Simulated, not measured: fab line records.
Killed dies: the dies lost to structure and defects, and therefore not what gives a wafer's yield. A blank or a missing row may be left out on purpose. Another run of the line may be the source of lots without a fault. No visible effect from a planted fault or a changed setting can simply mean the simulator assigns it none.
fab line records ; flow n5-finfet
record lots=11; wafers=31; last-day=17
route steps=1938 shown MOL_CONTACT_COAG@560 PASSIVATION@1936
lots that met no fault: from a run of the same line without faults
start-h: start of the lot's first displayed wafer, in hours after the record's first day ; wait-h: time in hours since the lot's previous step ; " same as the row above ; L1.1+2: one row covering several wafers at once ; - value missing, or start not given ; * or withheld: withheld ; < > ~ a bound
route shown NAME@n: NAME is a module with steps in the file, n the number in the route of the first one ; usual: average and standard deviation across the fault-free wafers ; same: alike in all rows ; chamber/n: place in a boat ; sites: per-site readings ; _std_site: their standard deviation ; _edge_site: inner sites' mean taken away from outer sites' mean ; radius-mm: for every site, how far away it sits from the centre of the wafer ; mask NAME#n: copy n ; behind: the most recent tool/chamber to have shaped the wafer ; hold: why the lot went on hold/how many hours it stayed there/how the hold came to an end ; device: whichever transistor did not switch (one of n, p or np) ; end of line: tests run on the same wafers once the route is complete ; a step given without rows: its recipe and nothing more ; killed: count of dies lost to structure and defects at first sort (not the wafer's yield) ; map: the dies of a wafer, with x for killed, . for not killed, _ for no die there
set.NAME: the setting that was run; set.NAME@STEP: the one run at that earlier step ; model.NAME: the simulator's own value behind a step, which no gauge read
route steps across a sampled set of lots; one table per step, one row per wafer
services: when a tool's chamber went out of use (start-h, in hours from the record's first day, below 0 if earlier), for how many hours, and the reason
## steps
# step N5_MOL_CONTACT_COAG_CMP_28
# recipe stop-on=SiNx; t-overpolish-s=0.85; post-cmp-clean=alkaline-brush; down-force-psi=4.15; platen-rpm=51.8; pad-velocity-m-s=1.0307; target-thk-nm=14.522
# usual head-pressure-psi=4.150/0.0087; motor-current-A=12.4/0.72; platen-rpm=51.799/0.029; slurry-flow-ml-min=150.0/0.46; time-to-endpoint-s=5.2/1.8
lot.wafer;tool;chamber;start-h;wait-h;head-pressure-psi;motor-current-A;platen-rpm;slurry-flow-ml-min;time-to-endpoint-s
L158.1;cmp-03;3;100.42;0.8;4.156;13.0;51.812;150.5;8.0
L158.4;cmp-03;0;100.42;0.8;4.148;11.1;51.789;149.7;5.7
L158.5;cmp-03;3;100.42;0.8;4.161;12.4;51.797;150.1;5.9
L157.3;cmp-01;2;100.72;0.9;4.144;11.4;51.761;151.3;5.2
L157.1;cmp-01;3;100.72;0.9;4.150;11.7;51.820;149.8;3.9
L157.6;cmp-01;0;100.72;0.9;4.157;12.2;51.806;150.5;6.6
L159.2;cmp-01;3;106.90;0.8;4.136;11.7;51.816;150.1;5.4
L159.3;cmp-01;0;106.90;0.8;4.149;12.1;51.777;149.6;4.8
L159.6;cmp-01;3;106.90;0.8;4.150;12.4;51.811;149.7;3.4
L169.3;cmp-01;1;173.62;0.8;4.154;13.1;51.785;150.5;6.3
L169.2;cmp-01;2;173.62;0.8;4.147;10.7;51.833;150.0;3.4
L169.5;cmp-01;0;173.62;0.8;4.153;11.6;51.842;149.6;6.1
L171.3;cmp-01;1;182.42;0.9;4.139;13.1;51.812;149.8;3.5
L171.4;cmp-01;2;182.42;0.9;4.132;11.3;51.783;149.4;3.9
L172.3;cmp-04;0;186.63;0.9;4.163;11.3;51.810;149.8;7.2
L172.5;cmp-04;3;186.63;0.9;4.159;12.4;51.837;150.3;3.5
L173.2;cmp-03;0;193.81;0.9;4.151;10.8;51.818;149.9;7.4
L173.6;cmp-03;2;193.81;0.9;4.154;12.0;51.757;150.3;5.6
L173.5;cmp-03;3;193.81;0.9;4.152;12.0;51.769;149.6;7.6
L174.2;cmp-04;0;201.30;0.9;4.144;11.8;51.753;150.2;6.1
L174.6;cmp-04;2;201.30;0.9;4.145;13.7;51.791;150.3;8.4
L174.5;cmp-04;3;201.30;0.9;4.143;13.0;51.803;149.9;3.8
L176.4;cmp-04;0;221.71;0.8;4.150;11.4;51.770;150.3;4.9
L176.3;cmp-04;3;221.71;0.8;4.162;13.4;51.765;149.3;5.3
L176.6;cmp-04;1;221.71;0.8;4.157;12.5;51.769;150.5;4.6
L177.2;cmp-04;0;222.37;0.8;4.150;11.6;51.825;150.3;6.1
L177.1;cmp-04;1;222.37;0.8;4.149;12.3;51.792;149.8;4.3
L177.6;cmp-04;3;222.37;0.8;4.163;12.9;51.790;150.0;2.3
L178.1;cmp-04;1;225.03;0.9;4.161;11.7;51.822;150.7;5.3
L178.2;cmp-04;3;225.03;0.9;4.137;12.1;51.827;149.3;5.6
L178.4;cmp-04;0;225.03;0.9;4.148;11.7;51.832;150.5;5.0
# step N5_MOL_CONTACT_COAG_INSPECT_57
# recipe mode=adi; inspect-instrument=brightfield
# usual raw-defect-count=179/52
lot.wafer;tool;chamber;start-h;wait-h;raw-defect-count
L158.1;defect-inspect-02;-;102.00;0.1;201
L158.4;defect-inspect-02;-;102.00;0.1;207
L158.5;defect-inspect-02;-;102.00;0.1;199
L157.1;defect-inspect-01;-;102.61;0.1;133
L157.3;defect-inspect-01;-;102.61;0.1;149
L157.6;defect-inspect-01;-;102.61;0.1;152
L159.2;defect-inspect-02;-;108.25;0.0;177
L159.3;defect-inspect-02;-;108.25;0.0;206
L159.6;defect-inspect-02;-;108.25;0.0;141
L169.2;defect-inspect-02;-;174.99;0.0;149
L169.3;defect-inspect-02;-;174.99;0.0;175
L169.5;defect-inspect-02;-;174.99;0.0;182
L171.3;defect-inspect-01;-;184.75;0.0;225
L171.4;defect-inspect-01;-;184.75;0.0;193
L172.3;defect-inspect-01;-;187.82;0.0;347
L172.5;defect-inspect-01;-;187.82;0.0;249
L173.2;defect-inspect-01;-;195.22;0.0;229
L173.5;defect-inspect-01;-;195.22;0.0;185
L173.6;defect-inspect-01;-;195.22;0.0;165
L174.2;defect-inspect-01;-;202.50;0.0;249
L174.5;defect-inspect-01;-;202.50;0.0;166
L174.6;defect-inspect-01;-;202.50;0.0;169
L176.3;defect-inspect-02;-;223.10;0.0;99
L176.4;defect-inspect-02;-;223.10;0.0;119
L176.6;defect-inspect-02;-;223.10;0.0;125
L177.1;defect-inspect-02;-;223.60;0.1;262
L177.2;defect-inspect-02;-;223.60;0.1;211
L177.6;defect-inspect-02;-;223.60;0.1;245
L178.1;defect-inspect-02;-;226.31;0.1;193
L178.2;defect-inspect-02;-;226.31;0.1;228
L178.4;defect-inspect-02;-;226.31;0.1;225
# step N5_MOL_CONTACT_COAG_ETCHBACK_135
# recipe chemistry=CHF3; target=SiO2; target-depth-a=250; time-s=16.7; ion-energy-ev=200; pressure-mtorr=30; source-w=610; bias-w=170; Ar_flow_sccm=200; CHF3_flow_sccm=50
# usual drypump-motor-current-A=5.6/0.54; oes-product-au=0.82/0.089; rf-vpp-V=523/5.5; showerhead-plenum-p-Torr=2.39/0.064; throttle-valve-pct=18.64/0.21
lot.wafer;tool;chamber;start-h;wait-h;drypump-motor-current-A;oes-product-au;rf-hours-counter-h;rf-vpp-V;showerhead-plenum-p-Torr;throttle-valve-pct
L158.1;rie-diel-04;0;102.48;0.0;6.2;0.87;28;530;2.44;18.20
L158.4;rie-diel-04;0;102.48;0.0;6.2;0.88;-;531;2.44;18.20
L158.5;rie-diel-04;3;102.48;0.0;5.5;0.81;-;529;2.41;18.71
L157.1;rie-diel-02;0;103.08;0.0;5.0;0.68;228;516;2.27;19.01
L157.3;rie-diel-02;2;103.08;0.0;4.9;0.83;77;519;2.40;18.80
L157.6;rie-diel-02;2;103.08;0.0;4.9;0.83;-;518;2.40;18.80
L159.2;rie-diel-02;1;108.78;0.0;6.7;1.02;0;515;2.33;18.46
L159.3;rie-diel-02;2;108.78;0.0;4.9;0.82;80;519;2.40;18.80
L159.6;rie-diel-02;2;108.78;0.0;4.9;0.81;-;519;2.40;18.79
L169.2;rie-diel-02;1;175.64;0.0;6.7;0.92;26;516;2.32;18.48
L169.3;rie-diel-02;3;175.64;0.0;5.9;0.88;43;530;2.51;18.43
L169.5;rie-diel-02;2;175.64;0.0;5.0;0.79;-;519;2.39;18.85
L171.3;rie-diel-02;0;185.23;0.0;5.0;0.95;3;523;2.54;18.63
L171.4;rie-diel-02;1;185.23;0.0;6.7;0.93;28;516;2.32;18.50
L172.3;rie-diel-02;3;188.29;0.0;5.9;0.88;46;531;2.51;18.43
L172.5;rie-diel-02;0;188.29;0.0;5.0;0.95;-;523;2.54;18.62
L173.2;rie-diel-06;1;196.08;0.0;5.3;0.89;18;525;2.43;18.69
L173.5;rie-diel-06;2;196.08;0.0;6.1;0.84;-;523;2.33;18.65
L173.6;rie-diel-06;3;196.08;0.0;5.0;0.71;-;518;2.35;18.88
L174.2;rie-diel-04;3;203.96;0.0;5.5;0.79;121;529;2.40;18.78
L174.5;rie-diel-04;0;203.96;0.0;6.2;0.83;-;531;2.42;18.28
L174.6;rie-diel-04;3;203.96;0.0;5.5;0.78;-;528;2.40;18.77
L176.3;rie-diel-04;3;223.57;0.0;5.5;0.78;127;529;2.40;18.79
L176.4;rie-diel-04;2;223.57;0.0;5.2;0.88;58;523;2.42;18.48
L176.6;rie-diel-04;1;223.57;0.0;5.5;0.71;-;519;2.35;18.84
L177.1;rie-diel-04;0;225.22;0.0;6.2;0.83;71;532;2.42;18.27
L177.2;rie-diel-04;3;225.22;0.0;5.5;0.78;128;530;2.40;18.78
L177.6;rie-diel-04;0;225.22;0.0;6.3;0.83;-;532;2.42;18.30
L178.1;rie-diel-06;3;227.35;0.0;5.0;0.70;244;517;2.34;18.91
L178.2;rie-diel-06;1;227.35;0.0;5.3;0.87;26;524;2.42;18.69
L178.4;rie-diel-06;2;227.35;0.0;6.1;0.82;61;524;2.32;18.69
# step N5_MOL_CONTACT_COAG_ETCH_47
# recipe chemistry=CH3F/O2; target=SiNx; target-depth-a=270; mask-material=SiO2; stop-on=W; over-etch-frac=0.2; ion-energy-ev=120; endpoint=OES-CN; pressure-mtorr=30; source-w=395; bias-w=73; Ar_flow_sccm=150; CH3F_flow_sccm=30; O2_flow_sccm=20; ends=end-point
# usual drypump-motor-current-A=5.6/0.54; etch-rf-on-time-s=31.0/0.49; oes-product-au=0.74/0.08; over-etch-frac=0.2/0; rf-vpp-V=296.8/2.9; showerhead-plenum-p-Torr=2.01/0.056; throttle-valve-pct=16.26/0.21
lot.wafer;tool;chamber;start-h;wait-h;drypump-motor-current-A;etch-rf-on-time-s;oes-product-au;over-etch-frac;rf-hours-counter-h;rf-vpp-V;showerhead-plenum-p-Torr;throttle-valve-pct
L158.1;rie-diel-04;0;102.62;0.0;6.3;30.6;0.79;0.2;28;301.3;2.05;15.83
L158.4;rie-diel-04;0;102.62;0.0;6.2;30.7;0.79;0.2;-;302.3;2.05;15.83
L158.5;rie-diel-04;3;102.62;0.0;5.5;30.5;0.74;0.2;-;301.0;2.03;16.30
L157.1;rie-diel-02;0;103.22;0.0;5.0;31.8;0.61;0.2;228;291.3;1.90;16.64
L157.3;rie-diel-02;2;103.22;0.0;5.0;30.6;0.73;0.2;77;295.2;2.02;16.41
L157.6;rie-diel-02;2;103.22;0.0;4.9;30.7;0.74;0.2;-;293.8;2.01;16.40
L159.2;rie-diel-02;1;108.92;0.0;6.7;31.1;0.91;0.2;0;292.4;1.96;16.05
L159.3;rie-diel-02;2;108.92;0.0;5.0;30.9;0.73;0.2;80;295.6;2.01;16.41
L159.6;rie-diel-02;2;108.92;0.0;4.9;31.1;0.72;0.2;-;296.2;2.01;16.41
L169.2;rie-diel-02;1;175.78;0.0;6.7;34.0;0.78;0.32644;26;293.2;1.95;16.10
L169.3;rie-diel-02;3;175.78;0.0;5.9;33.9;0.75;0.32644;43;300.1;2.12;16.03
L169.5;rie-diel-02;2;175.78;0.0;4.9;31.3;0.70;0.2;-;295.7;2.01;16.46
L171.3;rie-diel-02;0;185.37;0.0;5.0;34.9;0.80;0.32644;3;297.2;2.14;16.18
L171.4;rie-diel-02;1;185.37;0.0;6.7;31.1;0.81;0.2;28;293.3;1.95;16.10
L172.3;rie-diel-02;3;188.43;0.0;5.9;34.2;0.75;0.32644;46;300.6;2.12;16.06
L172.5;rie-diel-02;0;188.43;0.0;5.0;31.4;0.85;0.2;-;298.3;2.14;16.20
L173.2;rie-diel-06;1;196.22;0.0;5.3;31.1;0.81;0.2;18;298.9;2.04;16.29
L173.5;rie-diel-06;2;196.22;0.0;6.0;31.2;0.76;0.2;-;297.0;1.95;16.27
L173.6;rie-diel-06;3;196.22;0.0;5.0;31.8;0.64;0.2;-;293.0;1.97;16.53
L174.2;rie-diel-04;3;204.10;0.0;5.5;30.8;0.70;0.2;121;299.0;2.02;16.37
L174.5;rie-diel-04;0;204.10;0.0;6.3;31.0;0.74;0.2;-;301.2;2.04;15.89
L174.6;rie-diel-04;3;204.10;0.0;5.5;31.1;0.69;0.2;-;300.5;2.02;16.39
L176.3;rie-diel-04;3;223.71;0.0;5.5;31.3;0.70;0.2;127;301.0;2.01;16.39
L176.4;rie-diel-04;2;223.71;0.0;5.1;29.9;0.80;0.2;58;298.4;2.03;16.10
L176.6;rie-diel-04;1;223.71;0.0;5.5;31.4;0.63;0.2;-;294.2;1.97;16.50
L177.1;rie-diel-04;0;225.36;0.0;6.3;30.7;0.74;0.2;71;301.1;2.04;15.91
L177.2;rie-diel-04;3;225.36;0.0;5.5;31.0;0.69;0.2;128;299.9;2.01;16.40
L177.6;rie-diel-04;0;225.36;0.0;6.2;30.5;0.73;0.2;-;300.2;2.04;15.91
L178.1;rie-diel-06;3;227.49;0.0;5.0;31.9;0.62;0.2;244;295.1;1.97;16.58
L178.2;rie-diel-06;1;227.49;0.0;5.3;31.2;0.79;0.2;26;296.6;2.04;16.31
L178.4;rie-diel-06;2;227.49;0.0;6.1;31.0;0.74;0.2;62;294.4;1.95;16.28
# step N5_PASSIVATION_PROBE_49
# usual killed_at_M0_to_M3=33/8.9; killed_at_M4_up=15/5.4; killed-at-contacts=13/5.8; killed-at-front-end=39/9.9; killed-at-other=3.2/2.9; killed-dies=102/15; killed-open=68/12; killed-short=34/7.6
# same gross-dies=1180; killed-at-back-side=0
lot.wafer;tool;chamber;start-h;wait-h;killed_at_M0_to_M3;killed_at_M4_up;killed-at-contacts;killed-at-front-end;killed-at-other;killed-dies;killed-open;killed-short
L173.2;prober-02;-;374.12;0.1;30;16;13;35;3;97;63;33
L173.6;prober-02;-;374.32;0.3;28;14;18;46;5;111;76;32
# killed by level:class
L173.2 MOL_CONTACT_COAG:geometric-particle:open=9 BEOL_M0_SAQP:geometric-particle:short=9 STI_FIN_REVEAL:geometric-particle:open=8 BEOL_M4:geometric-particle:open=8 BEOL_M3:geometric-particle:open=8 DUMMY_GATE:geometric-particle:open=7 FIN_SAQP:geometric-particle:short=5 MOL_CONTACT_COAG:geometric-particle:short=4
L173.6 STI_FIN_REVEAL:geometric-particle:open=16 MOL_CONTACT_COAG:geometric-particle:open=13 BEOL_M0_SAQP:geometric-particle:open=9 DUMMY_GATE:geometric-particle:open=7 BEOL_M0_SAQP:geometric-particle:short=6 STARTING-WAFER:geometric-particle:open=5 MOL_CONTACT_COAG:geometric-particle:short=5 BEOL_M3:geometric-particle:open=5
## services
tool;chamber;start-h;hours;kind
rie-diel-02;1;85.19;-;clean
rie-diel-02;1;85.19;-;consumable-replace:focus-ring
rie-diel-02;1;85.19;23.3;scheduled-down
rie-diel-02;1;85.19;23.3;vent-cycle
cmp-01;-;86.56;0.9;repair
cmp-01;-;96.03;3.6;repair
rie-diel-04;1;107.47;3.4;repair
cmp-01;-;129.65;4.0;pm
cmp-01;-;137.34;3.7;repair
cmp-04;-;145.72;5.4;pm
rie-diel-06;-;153.59;1.2;repair
cmp-04;-;153.98;1.3;repair
rie-diel-02;0;162.16;-;clean
rie-diel-02;0;162.16;-;consumable-replace:focus-ring
rie-diel-02;0;162.16;-;consumable-replace:showerhead
cmp-01;-;167.41;5.2;pm
cmp-01;-;173.97;1.1;repair
rie-diel-06;1;175.24;16.7;repair
rie-diel-02;3;196.56;2.4;repair
cmp-03;-;210.09;40.3;repair
cmp-04;-;213.26;4.0;pm
rie-diel-02;-;217.41;0.9;repair
cmp-04;-;218.03;3.4;repair
rie-diel-02;-;221.67;28.1;pm
## key
first-sign step=N5_MOL_CONTACT_COAG_ETCH_47; reading=over-etch-frac; direction=up; sigmas=99+; usual=0.2; struck=0.32644
effect step=N5_MOL_CONTACT_COAG_ETCH_47; reading=etch-rf-on-time-s; direction=up; sigmas=6.6; usual=*; struck=*
met-at N5_MOL_CONTACT_COAG_ETCH_47
struck-lots L169,L171,L172
struck-wafers L169.2,L169.3,L171.3,L172.3
tester-left-out L169,L171,L172
not-acting-at N5_MOL_CONTACT_COAG_CMP_28,N5_MOL_CONTACT_COAG_INSPECT_57,N5_MOL_CONTACT_COAG_ETCHBACK_135
onset-between 108.92 175.78
fault kind=process-parameter-drift; tool=rie-diel-02; chamber=-; onset-h=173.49; steps=N5_MOL_CONTACT_COAG_ETCH_47; channel=over-etch-frac; offset=0.12644; shape=step; end-h=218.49; scope=struck-wafers-only; acts-in=these-recipes-only; stated=0.2
# tester-left-out: of these lots the tester's yield and bins aren't shown, on N5 and GAA mostly nor the transistor test; their killed dies are dies lost to structure and defects alone, not to doping, threshold or leakage, so they don't give the yield
